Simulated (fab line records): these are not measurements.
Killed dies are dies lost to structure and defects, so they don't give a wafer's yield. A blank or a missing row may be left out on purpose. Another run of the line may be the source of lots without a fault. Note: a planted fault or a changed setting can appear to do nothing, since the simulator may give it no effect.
Which tool was responsible?    flow n5-finfet    10 lots with 28 wafers sampled at 5 steps, on a route of 1938 steps

WHAT EACH GAUGE READ, for each wafer
N5_BEOL_M2_CD_MEAS_35: target cd 18 nm, target cd y 22.2 nm. Usual: cd-nm reads 18.1 nm (standard deviation 0.39).
lot   measured      on         cd-nm (nm)      flag
L607  day 7 21:45   cd-sem-02  18.3 18.3 18.6  
L610  day 8 06:34   cd-sem-01  18.5 18.2 18.4  
L612  day 8 07:38   cd-sem-02  17.8 17.7 18.2  
L614  day 8 10:15   cd-sem-02  18.4 18.2 18.4  
L618  day 9 23:08   cd-sem-01  18.2 18.2 17.9  
L619  day 10 06:16  cd-sem-03  18.1 18.2 17.6  
L620  day 10 22:21  cd-sem-02  18.1 18.3 18.0  
L624  day 11 03:07  cd-sem-01  17.9 18.3       
L626  day 11 12:59  cd-sem-02  18.0 18.4 18.6  
L629  day 12 04:22  cd-sem-02  18.2 18.3       

N5_BEOL_M4_RC_MEAS_101. Usual: DIBL_N 36.6 mV/V, standard deviation 2.1; DIBL_P 36.5 mV/V, standard deviation 2.7; IOFF_N 0.17 nA/um, standard deviation 0.043; IOFF_P 0.22 nA/um, standard deviation 0.045; ION_N 674 uA/um, standard deviation 17; ION_P 461 uA/um, standard deviation 9.9; SS_N 71.7 mV/dec, standard deviation 0.79; SS_P 73.4 mV/dec, standard deviation 0.79; VT_N 249 mV, standard deviation 4; VT_P -250 mV, standard deviation 3.3.
lot   measured      on         DIBL_N (mV/V)   DIBL_P (mV/V)   IOFF_N (nA/um)  IOFF_P (nA/um)  ION_N (uA/um)  ION_P (uA/um)  SS_N (mV/dec)   SS_P (mV/dec)   VT_N (mV)    VT_P (mV)       flag
L607  day 8 20:52   prober-01  33.1 34.9 38.3  33.5 36.1 39.8  0.10 0.14 0.22  0.14 0.18 0.24  647 658 696    443 454 469    70.5 71.3 72.1  71.6 73.0 73.2  258 252 244  -256 -254 -251  
L610  day 9 08:06   prober-02  34.9 35.6 36.0  34.8 34.2 34.3  0.16 0.17 0.17  0.26 0.25 0.25  695 653 679    487 460 465    71.3 71.6 71.9  72.6 73.1 73.2  249 250 248  -244 -245 -246  
L612  day 9 23:44   prober-02  39.5 39.0 37.1  41.3 40.2 36.6  0.25 0.25 0.20  0.30 0.30 0.23  692 689 687    469 468 465    73.0 72.0 72.0  74.9 74.1 73.9  244 242 248  -246 -245 -246  
L614  day 9 17:14   prober-01  35.3 32.8 32.1  37.4 33.5 33.0  0.13 0.10 0.10  0.21 0.16 0.15  659 664 662    456 462 459    71.8 70.7 71.0  73.9 72.6 72.1  252 256 257  -251 -254 -254  
L618  day 11 02:28  prober-02  35.8 35.8 36.0  35.8 36.8 34.5  0.15 0.16 0.15  0.18 0.19 0.17  688 660 671    468 452 451    72.0 71.7 72.4  73.0 73.8 73.3  251 247 252  -252 -252 -252  
L619  day 11 10:14  prober-01  34.9 35.6 36.1  33.3 34.0 35.9  0.14 0.16 0.15  0.17 0.19 0.21  683 686 680    465 470 467    71.6 71.4 71.4  72.3 72.0 73.3  252 248 251  -248 -248 -246  
L620  day 12 05:52  prober-02  35.7 36.4 35.5  36.7 37.6 36.8  0.15 0.16 0.14  0.22 0.24 0.22  667 666 673    466 466 465    71.7 71.9 70.7  73.9 73.5 73.5  253 252 252  -248 -247 -249  
L624  day 12 11:46  prober-02  37.5 36.2       37.3 36.1       0.21 0.18       0.22 0.20       678 699        460 469        71.7 71.6       73.9 73.4       244 246      -250 -250       
L626  day 12 18:49  prober-01  37.2 36.0 37.9  37.7 36.6 38.2  0.18 0.17 0.19  0.24 0.23 0.24  699 678 664    478 465 456    72.0 71.1 72.0  73.5 73.3 73.2  247 246 245  -246 -247 -249  
L629  day 15 04:58  prober-02  34.8 33.9       32.7 32.3       0.12 0.10       0.14 0.14       672 645        456 446        70.9 70.4       72.0 72.4       254 257      -254 -256       

WHAT TOOL EACH LOT RAN ON (gives the tool, then ch and the chambers of the sampled wafers, and finally the start)
lot   N5_BEOL_M2_ALD_98                  N5_BEOL_M2_VIA_ETCH_34              N5_BEOL_M2_TRENCH_ETCH_37
L607  ald-sin-04 ch 0,2,3, day 7 19:08   rie-diel-03 ch 0,1, day 7 21:20     rie-diel-03 ch 0,1, day 7 21:26
L610  ald-sin-01 ch 0,3, day 8 04:32     rie-diel-03 ch 0,1,2, day 8 06:09   rie-diel-03 ch 0,1,2, day 8 06:15
L612  ald-sin-01 ch 2,3, day 8 05:10     rie-diel-01 ch 0,1, day 8 07:14     rie-diel-01 ch 0,1, day 8 07:20
L614  ald-sin-02 ch 1,3, day 8 08:54     rie-diel-03 ch 0,2,3, day 8 09:50   rie-diel-03 ch 0,2,3, day 8 09:56
L618  ald-sin-01 ch 0,1,3, day 9 21:56   rie-diel-03 ch 0,2,3, day 9 22:44   rie-diel-03 ch 0,2,3, day 9 22:50
L619  ald-sin-01 ch 1,2,3, day 10 01:08  rie-diel-03 ch 1,2, day 10 05:52    rie-diel-03 ch 1,2, day 10 05:58
L620  ald-sin-04 ch 0,1,2, day 10 21:20  rie-diel-01 ch 0,1,2, day 10 21:56  rie-diel-01 ch 0,1,2, day 10 22:02
L624  ald-sin-04 ch 0,1, day 11 01:13    rie-diel-06 ch 2,3, day 11 02:42    rie-diel-06 ch 2,3, day 11 02:48
L626  ald-sin-04 ch 0,2, day 11 12:03    rie-diel-01 ch 0,2,3, day 11 12:34  rie-diel-01 ch 0,2,3, day 11 12:40
L629  ald-sin-04 ch 0,2, day 12 00:25    rie-diel-01 ch 1,2, day 12 03:59    rie-diel-01 ch 1,2, day 12 04:04
- N5_BEOL_M2_ALD_98: deposits SiO2, target thk 2.5 nm, pulse time 1 s, co reactant pulse time 1 s.
- N5_BEOL_M2_VIA_ETCH_34: etches the open film in C4F6/O2, target depth 69.4 nm, time 65.9 s.
- N5_BEOL_M2_TRENCH_ETCH_37: etches SiOC in C4F6/O2, target depth 55.555 nm, time 29.2 s.

WHAT THE TOOLS THEMSELVES READ (means of the sampled wafers that have a number; where no wafer has one, the mark that the record gives instead)
N5_BEOL_M2_ALD_98. Usual: heater-power-w 77 W, standard deviation 8.6; precursor-pulse-height-rel 0.999, standard deviation 0.02.
lot   tool        heater-power-w (W)  precursor-pulse-height-rel  flag
L607  ald-sin-04  84                  0.996                       
L610  ald-sin-01  63                  1.003                       
L612  ald-sin-01  71                  0.985                       
L614  ald-sin-02  86                  1.010                       
L618  ald-sin-01  67                  1.000                       
L619  ald-sin-01  72                  1.025                       
L620  ald-sin-04  82                  1.011                       
L624  ald-sin-04  79                  1.014                       
L626  ald-sin-04  85                  1.015                       
L629  ald-sin-04  82                  1.005                       

N5_BEOL_M2_VIA_ETCH_34. Usual: bias-w 170.0 W, standard deviation 0.54; drypump-motor-current-A 5.9 A, standard deviation 0.42; oes-product-au 0.77 a.u., standard deviation 0.07; rf-vpp-V 660 V, standard deviation 17; showerhead-plenum-p-Torr 2.85 Torr, standard deviation 0.072; throttle-valve-pct 30.8 %, standard deviation 0.31.
lot   tool         bias-w (W)  drypump-motor-current-A (A)  oes-product-au (a.u.)  rf-vpp-V (V)  showerhead-plenum-p-Torr (Torr)  throttle-valve-pct (%)  flag
L607  rie-diel-03  170.4       5.7                          0.78                   648           2.87                             31.0                    
L610  rie-diel-03  169.8       5.6                          0.75                   653           2.85                             30.9                    
L612  rie-diel-01  170.2       6.3                          0.74                   672           2.87                             30.8                    
L614  rie-diel-03  169.7       5.9                          0.76                   654           2.81                             30.7                    
L618  rie-diel-03  169.8       5.9                          0.74                   655           2.80                             30.7                    
L619  rie-diel-03  169.9       5.5                          0.76                   664           2.85                             30.7                    
L620  rie-diel-01  170.2       6.2                          0.77                   667           2.85                             30.8                    
L624  rie-diel-06  170.1       5.3                          0.76                   656           2.86                             30.8                    
L626  rie-diel-01  170.2       6.3                          0.77                   674           2.87                             31.0                    
L629  rie-diel-01  170.1       6.1                          0.77                   666           2.81                             30.9                    

N5_BEOL_M2_TRENCH_ETCH_37. Usual: bias-w 185.0 W, standard deviation 0.58; drypump-motor-current-A 5.9 A, standard deviation 0.42; oes-product-au 0.77 a.u., standard deviation 0.07; rf-vpp-V 660 V, standard deviation 17; showerhead-plenum-p-Torr 2.86 Torr, standard deviation 0.072; throttle-valve-pct 20.93 %, standard deviation 0.25.
lot   tool         bias-w (W)  drypump-motor-current-A (A)  oes-product-au (a.u.)  rf-vpp-V (V)  showerhead-plenum-p-Torr (Torr)  throttle-valve-pct (%)  flag
L607  rie-diel-03  184.1       5.7                          0.78                   647           2.88                             21.13                   
L610  rie-diel-03  184.6       5.7                          0.75                   653           2.86                             20.98                   
L612  rie-diel-01  185.3       6.3                          0.75                   671           2.88                             20.91                   
L614  rie-diel-03  185.2       5.9                          0.76                   655           2.81                             20.78                   
L618  rie-diel-03  156.7       5.9                          0.72                   574           2.81                             20.79                   OFF
L619  rie-diel-03  156.8       5.4                          0.74                   582           2.86                             20.90                   OFF
L620  rie-diel-01  185.8       6.2                          0.78                   669           2.86                             20.97                   
L624  rie-diel-06  185.2       5.3                          0.75                   658           2.87                             20.89                   
L626  rie-diel-01  185.4       6.3                          0.77                   673           2.88                             21.05                   
L629  rie-diel-01  185.2       6.1                          0.77                   666           2.81                             21.02                   

THE ANSWER, worked out from the rows above alone
Rule: lot off if the mean of its wafers having a number is beyond 3 standard deviations from the usual mean. Also off: a lot with no number at a reading for which 4 or more lots have one. All remaining lots with rows at the step are treated as sound. Order of review: gauges by route order, followed by the tools' own readings, for which a lot's mean as printed above is used. At the first step where some lot is off, the reading lying furthest off is the one used; lots without a number count as furthest.
Off: L618, L619, at N5_BEOL_M2_TRENCH_ETCH_37 (bias-w).
A tool fits if, at that step or a process step before it, it ran every lot that is off, and no sound lot after the first of them. 2 tools fit, ald-sin-01 at N5_BEOL_M2_ALD_98 and rie-diel-03 at N5_BEOL_M2_VIA_ETCH_34 and N5_BEOL_M2_TRENCH_ETCH_37, so this cannot tell which one it is.

WHAT HAD BEEN PUT IN BY THE SIMULATOR
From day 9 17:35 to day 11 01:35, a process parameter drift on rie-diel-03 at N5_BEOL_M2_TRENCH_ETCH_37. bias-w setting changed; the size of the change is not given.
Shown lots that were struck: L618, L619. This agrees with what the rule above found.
